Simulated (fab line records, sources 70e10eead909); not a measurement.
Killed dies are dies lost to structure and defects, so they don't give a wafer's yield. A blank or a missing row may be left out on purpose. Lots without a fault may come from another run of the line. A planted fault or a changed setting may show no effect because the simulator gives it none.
fab line records | flow nand_harc
record lots=6 wafers=17 last_day=32
route steps=1302 shown A_DECK1_JOINT@537 A_ONON_D2@545 END@1302
lots that met no fault: from a run of the same line without faults
start_h: hours from the record's first day to the start of the lot's first wafer shown | wait_h: hours since the lot's step before | " the same as in the row above | L1.1+2: a row that stands for several wafers | - no value, or no start given | * or withheld: withheld | < > ~ a bound
route shown NAME@n: a module of which the file shows steps, and the number in the route of the first | usual: mean/standard deviation of fault-free wafers | same: alike in all rows | chamber/n: place in a boat | sites: the reading at each site | _std_site: their standard deviation | _edge_site: outer sites' mean less inner sites' | radius_mm: how far each site lies from the wafer's centre | mask NAME#n: copy n | behind: the tool/chamber that last shaped the wafer | hold: why the lot was held/for how many hours/how that ended | device: the transistor (n, p or np) that didn't switch | end of line: the same wafers' tests at the end of the route | a step without rows: its recipe alone | killed: dies lost to structure and defects at the first sort, not the wafer's yield | map: a wafer's dies, x killed, . not, _ none there
set.NAME: the setting as run; set.NAME@STEP: as run at that earlier step | model.NAME: the simulator's own value behind a step, which no gauge read
lots at some steps of the route; a table a step, a row a wafer
services: from which hour (start_h, from the record's first day; less than 0 if before it) a tool's chamber was out of use, for how many hours, and why
## steps
# step NHARC_A_DECK1_JOINT_ANNEAL_28
# recipe temp_c=500 time_s=1800 idle_temp_c=400 ramp_up_c_per_min=10 densification_p_h2o_torr=640
# step NHARC_A_DECK1_JOINT_ANNEAL_29
# recipe temp_c=750 time_s=1800 idle_temp_c=500 ramp_up_c_per_min=10 ramp_down_c_per_min=3
# step NHARC_A_DECK1_JOINT_CMP_02
# recipe material=SiOx
# usual motor_current_A=12.0/1.1
# columns lot.wafer tool chamber start_h wait_h motor_current_A
L206.1 cmp-02 3 308.07 0.4 13.4
L206.3 " 0 " " 11.3
L206.6 " 2 " " 12.0
L213.3 cmp-04 3 382.98 0.4 13.0
L213.2 " 2 " " 10.8
L213.5 " 3 " " 12.8
L221.2 cmp-03 3 460.99 0.4 10.4
L221.6 " 0 " " 13.3
L222.2 cmp-02 3 467.02 0.4 11.8
L222.4 " 0 " " 11.6
L222.6 " 2 " " 11.3
L223.3 cmp-02 0 485.81 0.4 12.2
L223.1 " 2 " " 11.8
L223.6 " 0 " " 11.5
L224.3 cmp-03 3 485.83 0.4 10.2
L224.2 " 0 " " 13.7
L224.6 " 3 " " 10.8
# step NHARC_A_DECK1_JOINT_SRD_15
# step NHARC_A_DECK1_JOINT_DEP_16
# recipe target_thk_a=450 temp_c=400 pressure_torr=6.5 rf_w=900 teos_flow_sccm=161.4 flow_sccm=2650 target_thk_nm=45 gas=O2 material=SiO2
# usual heater_power_w=503/81 throttle_valve_pct=16.0/0.32
# columns lot.wafer tool chamber start_h wait_h heater_power_w since_wet_clean_h throttle_valve_pct
L206.3 pecvd-03 2 308.44 0.1 440 110 15.7
L206.1 " 1 " " 504 110 15.6
L206.6 " 2 " " 446 - 16.0
L213.2 pecvd-04 0 383.40 0.1 577 101 16.2
L213.3 " 1 " " 465 101 16.1
L213.5 " 2 " " 500 - 16.5
L221.2 pecvd-01 1 461.30 0.1 603 137 16.2
L221.6 " 0 " " 482 - 16.2
L222.2 pecvd-04 0 467.44 0.1 679 4 15.5
L222.4 " 2 " " 420 - 16.1
L222.6 " 0 " " 665 - 15.5
L224.2 pecvd-01 1 486.20 0.1 566 162 16.3
L224.3 " 2 " " 420 162 16.7
L224.6 " 0 " " 489 - 16.2
L223.3 pecvd-04 2 486.23 0.1 446 23 16.1
L223.1 " 0 " " 611 23 15.7
L223.6 " 0 " " 621 - 16.0
# step NHARC_A_DECK1_JOINT_THK_MEAS_17
# recipe thk_meas_gauge=ellipsometry
# usual thk_nm=45.1/1.2
# columns lot.wafer tool chamber start_h wait_h thk_nm
L206.1 film_metro-01 - 308.72 0.2 46.6
L206.3 " - " " 42.9
L206.6 " - " " 46.0
L213.2 film_metro-01 - 383.65 0.2 45.2
L213.3 " - " " 42.8
L213.5 " - " " 44.5
L221.2 film_metro-01 - 461.58 0.2 45.1
L221.6 " - " " 46.8
L222.2 film_metro-02 - 467.66 0.2 45.1
L222.4 " - " " 46.6
L222.6 " - " " 45.0
L223.1 film_metro-01 - 486.48 0.2 44.3
L223.3 " - " " 44.7
L223.6 " - " " 45.1
L224.2 film_metro-02 - 486.48 0.3 42.7
L224.3 " - " " 43.6
L224.6 " - " " 47.0
# step NHARC_A_DECK1_JOINT_INSPECT_05
# usual raw_defect_count=398/160
# columns lot.wafer tool chamber start_h wait_h raw_defect_count
L206.1 defect_inspect-02 - 308.76 0.0 277
L206.3 " - " " 258
L206.6 " - " " 209
L213.2 defect_inspect-02 - 383.69 0.0 499
L213.3 " - " " 477
L213.5 " - " " 678
L221.2 defect_inspect-01 - 461.61 0.0 711
L221.6 " - " " 454
L222.2 defect_inspect-02 - 467.70 0.0 703
L222.4 " - " " 722
L222.6 " - " " 739
L223.1 defect_inspect-01 - 486.51 0.0 550
L223.3 " - " " 186
L223.6 " - " " 377
L224.2 defect_inspect-02 - 486.52 0.0 370
L224.3 " - " " 374
L224.6 " - " " 636
# step NHARC_A_ONON_D2_DEP_00
# recipe target_thk_a=10000 n2_flow_sccm=2750 n2o_flow_sccm=2000 nh3_flow_sccm=500 sih4_flow_sccm=210 temp_c=400
# step NHARC_A_ONON_D2_THK_MEAS_02
# recipe thk_meas_gauge=ellipsometry
# usual thk_nm=1001/8.7
# columns lot.wafer tool chamber start_h wait_h thk_nm
L206.1 film_metro-02 - 309.34 - 1000
L206.3 " - " " 1002
L206.6 " - " " 1001
L213.2 film_metro-01 - 384.26 - 1016
L213.3 " - " " 1017
L213.5 " - " " 1017
L221.2 film_metro-02 - 462.19 - 995
L221.6 " - " " 997
L222.2 film_metro-02 - 468.27 - 1012
L222.4 " - " " 1012
L222.6 " - " " 1011
L224.2 film_metro-01 - 487.09 - 1001
L224.3 " - " " 1003
L224.6 " - " " 1003
L223.1 film_metro-02 - 487.10 - 1003
L223.3 " - " " 1005
L223.6 " - " " 1004
# step NHARC_A_ONON_D2_DEP_03
# recipe target_thk_a=10000 n2_flow_sccm=2750 n2o_flow_sccm=2000 nh3_flow_sccm=500 sih4_flow_sccm=210 temp_c=400
# step NHARC_A_ONON_D2_THK_MEAS_05
# recipe thk_meas_gauge=ellipsometry
# usual thk_nm=997/9.3
# columns lot.wafer tool chamber start_h wait_h thk_nm
L206.1 film_metro-01 - 309.90 - 997
L206.3 " - " " 997
L206.6 " - " " 998
L213.2 film_metro-01 - 384.83 - 985
L213.3 " - " " 986
L213.5 " - " " 987
L221.2 film_metro-02 - 462.77 - 1002
L221.6 " - " " 1001
L222.2 film_metro-01 - 468.83 - 1000
L222.4 " - " " 999
L222.6 " - " " 1000
L224.2 film_metro-02 - 487.66 - 1004
L224.3 " - " " 1005
L224.6 " - " " 1005
L223.1 film_metro-01 - 487.67 - 1000
L223.3 " - " " 1000
L223.6 " - " " 999
# step NHARC_A_ONON_D2_DEP_06
# recipe target_thk_a=10000 n2_flow_sccm=2750 n2o_flow_sccm=2000 nh3_flow_sccm=500 sih4_flow_sccm=210 temp_c=400
# usual sih4_flow_sccm=209.9/0.54
# columns lot.wafer tool chamber start_h wait_h sih4_flow_sccm
L206.1 pecvd_onon-04 0 309.96 0.1 210.6
L206.3 " 0 " " 209.8
L206.6 " 0 " " 210.1
L213.2 pecvd_onon-01 0 384.95 0.1 210.0
L213.3 " 0 " " 209.3
L213.5 " 0 " " 209.5
L221.2 pecvd_onon-04 0 462.88 0.1 210.0
L221.6 " 0 " " 210.3
L222.2 pecvd_onon-04 0 468.95 0.1 209.8
L222.4 " 0 " " 209.6
L222.6 " 0 " " 209.8
L223.1 pecvd_onon-01 0 487.72 0.1 209.8
L223.3 " 0 " " 209.0
L223.6 " 0 " " 209.8
L224.2 pecvd_onon-02 0 487.78 0.1 209.6
L224.3 " 0 " " 209.9
L224.6 " 0 " " 208.8
# step NHARC_A_ONON_D2_THK_MEAS_08
# recipe thk_meas_gauge=ellipsometry
# usual thk_nm=999/9.8
# columns lot.wafer tool chamber start_h wait_h thk_nm
L206.1 film_metro-01 - 310.47 - 1004
L206.3 " - " " 1004
L206.6 " - " " 1002
L213.2 film_metro-01 - 385.40 - 999
L213.3 " - " " 1001
L213.5 " - " " 1000
L221.2 film_metro-02 - 463.33 - 330
L221.6 " - " " 990
L222.2 film_metro-01 - 469.40 - 345
L222.4 " - " " 1005
L222.6 " - " " 1006
L224.2 film_metro-01 - 488.23 - 1011
L224.3 " - " " 1012
L224.6 " - " " 1012
L223.1 film_metro-02 - 488.24 - 1008
L223.3 " - " " 1006
L223.6 " - " " 1006
# step NHARC_A_ONON_D2_DEP_09
# recipe target_thk_a=10000 n2_flow_sccm=2750 n2o_flow_sccm=2000 nh3_flow_sccm=500 sih4_flow_sccm=210 temp_c=400
# step NHARC_END_SORT_01
# recipe temp_c=25
# usual killed_at_array=52/18 killed_at_other=1.0/1.4 killed_at_periphery=3.1/2.3 killed_dies=56/17 killed_open=3.0/1.7 killed_short=2.5/1.7
# same gross_dies=677
# columns lot.wafer tool chamber start_h wait_h killed_at_array killed_at_other killed_at_periphery killed_dies killed_open killed_short
L221.2 prober-02 0 739.21 2.8 669 2 6 677 2 1
L222.2 prober-01 0 746.94 2.8 675 0 2 677 4 3
# killed by level:class
L221.2 A_ONON_D2:area_dep=627 A_CHANNEL_HOLE_D1:chamber_film_flake=22 A_SLIT:chamber_film_flake=6 A_CONTACT:chamber_film_flake=5 P_CONTACT:chamber_film_flake=3 A_BONDPAD:chamber_film_flake=3 A_CHANNEL_FILL_D1:geometric_particle:open=2 P_M2:chamber_film_flake=2
L222.2 A_ONON_D2:area_dep=612 A_CHANNEL_HOLE_D2:chamber_film_flake=19 A_SLIT:chamber_film_flake=18 A_CHANNEL_HOLE_D1:chamber_film_flake=12 A_STAIRCASE:chamber_film_flake=5 A_CONTACT:chamber_film_flake=3 A_CHANNEL_FILL_D1:geometric_particle:open=2 P_GATE:geometric_particle:open=1
# map L221.2 (x killed, . not)
____________x____________
_________xxxxxxx_________
_______xxxxxxxxxxx_______
______xxxxxxxxxxxxx______
_____xxxxxxxxxxxxxxx_____
____xxxxxxxxxxxxxxxxx____
____xxxxxxxxxxxxxxxxx____
___xxxxxxxxxxxxxxxxxxx___
___xxxxxxxxxxxxxxxxxxx___
__xxxxxxxxxxxxxxxxxxxxx__
__xxxxxxxxxxxxxxxxxxxxx__
_xxxxxxxxxxxxxxxxxxxxxxx_
_xxxxxxxxxxxxxxxxxxxxxxx_
_xxxxxxxxxxxxxxxxxxxxxxx_
_xxxxxxxxxxxxxxxxxxxxxxx_
_xxxxxxxxxxxxxxxxxxxxxxx_
xxxxxxxxxxxxxxxxxxxxxxxxx
xxxxxxxxxxxxxxxxxxxxxxxxx
xxxxxxxxxxxxxxxxxxxxxxxxx
xxxxxxxxxxxxxxxxxxxxxxxxx
xxxxxxxxxxxxxxxxxxxxxxxxx
_xxxxxxxxxxxxxxxxxxxxxxx_
_xxxxxxxxxxxxxxxxxxxxxxx_
_xxxxxxxxxxxxxxxxxxxxxxx_
_xxxxxxxxxxxxxxxxxxxxxxx_
_xxxxxxxxxxxxxxxxxxxxxxx_
__xxxxxxxxxxxxxxxxxxxxx__
__xxxxxxxxxxxxxxxxxxxxx__
___xxxxxxxxxxxxxxxxxxx___
___xxxxxxxxxxxxxxxxxxx___
____xxxxxxxxxxxxxxxxx____
____xxxxxxxxxxxxxxxxx____
_____xxxxxxxxxxxxxxx_____
______xxxxxxxxxxxxx______
_______xxxxxxxxxxx_______
_________xxxxxxx_________
____________x____________
# map L222.2 (x killed, . not)
____________x____________
_________xxxxxxx_________
_______xxxxxxxxxxx_______
______xxxxxxxxxxxxx______
_____xxxxxxxxxxxxxxx_____
____xxxxxxxxxxxxxxxxx____
____xxxxxxxxxxxxxxxxx____
___xxxxxxxxxxxxxxxxxxx___
___xxxxxxxxxxxxxxxxxxx___
__xxxxxxxxxxxxxxxxxxxxx__
__xxxxxxxxxxxxxxxxxxxxx__
_xxxxxxxxxxxxxxxxxxxxxxx_
_xxxxxxxxxxxxxxxxxxxxxxx_
_xxxxxxxxxxxxxxxxxxxxxxx_
_xxxxxxxxxxxxxxxxxxxxxxx_
_xxxxxxxxxxxxxxxxxxxxxxx_
xxxxxxxxxxxxxxxxxxxxxxxxx
xxxxxxxxxxxxxxxxxxxxxxxxx
xxxxxxxxxxxxxxxxxxxxxxxxx
xxxxxxxxxxxxxxxxxxxxxxxxx
xxxxxxxxxxxxxxxxxxxxxxxxx
_xxxxxxxxxxxxxxxxxxxxxxx_
_xxxxxxxxxxxxxxxxxxxxxxx_
_xxxxxxxxxxxxxxxxxxxxxxx_
_xxxxxxxxxxxxxxxxxxxxxxx_
_xxxxxxxxxxxxxxxxxxxxxxx_
__xxxxxxxxxxxxxxxxxxxxx__
__xxxxxxxxxxxxxxxxxxxxx__
___xxxxxxxxxxxxxxxxxxx___
___xxxxxxxxxxxxxxxxxxx___
____xxxxxxxxxxxxxxxxx____
____xxxxxxxxxxxxxxxxx____
_____xxxxxxxxxxxxxxx_____
______xxxxxxxxxxxxx______
_______xxxxxxxxxxx_______
_________xxxxxxx_________
____________x____________
## services
# columns tool chamber start_h hours kind
cmp-04 - 307.00 4.0 pm
pecvd-01 - 311.00 13.0 pm
pecvd_onon-04 - 311.24 13.0 pm
cmp-02 - 327.19 2.7 repair
cmp-02 - 332.20 4.0 pm
cmp-03 - 340.23 1.1 repair
pecvd-03 1 344.84 7.1 repair
cmp-03 - 352.19 0.8 repair
cmp-03 - 358.00 4.0 pm
pecvd_onon-02 - 366.34 13.0 pm
pecvd-03 - 366.96 13.0 pm
cmp-02 - 385.47 0.8 repair
pecvd-01 1 390.05 5.0 repair
cmp-04 - 405.00 4.0 pm
pecvd-01 0 420.21 6.8 repair
pecvd-03 - 421.54 3.6 repair
cmp-02 - 428.51 6.5 repair
pecvd_onon-01 - 450.00 13.0 pm
pecvd-04 - 450.15 13.0 pm
cmp-03 - 456.00 4.0 pm
pecvd-03 0 464.27 5.3 repair
cmp-04 - 469.23 2.2 repair
cmp-02 - 471.64 1.1 repair
cmp-03 - 478.51 1.1 repair
## key
first_sign step=NHARC_A_ONON_D2_THK_MEAS_08 reading=thk_nm direction=down sigmas=67 usual=999 struck=337
effect step=NHARC_END_SORT_01 reading=killed_dies direction=up sigmas=36 usual=56 struck=677
more_kills_born_at NHARC_A_ONON_D2_DEP_06@pecvd_onon-04=1239
met_at NHARC_A_ONON_D2_DEP_06
struck_wafers L221.2,L222.2
later_rows_left_out L221.2,L222.2
tester_left_out L221,L222
onset_between 309.96 462.88
fault kind=process_parameter_drift tool=pecvd_onon-04 chamber=- onset_h=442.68 steps=NHARC_A_ONON_D2_DEP_06 channel=target_thk_a offset=* shape=step end_h=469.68 scope=struck_wafers_only acts_in=* stated=*
# tester_left_out: of these lots the tester's yield and bins aren't shown, on N5 and GAA mostly nor the transistor test; their killed dies are dies lost to structure and defects alone, not to doping, threshold or leakage, so they don't give the yield
# later_rows_left_out: the simulator's readings of these wafers behind a module that went badly wrong aren't trusted and aren't shown, but for the sort
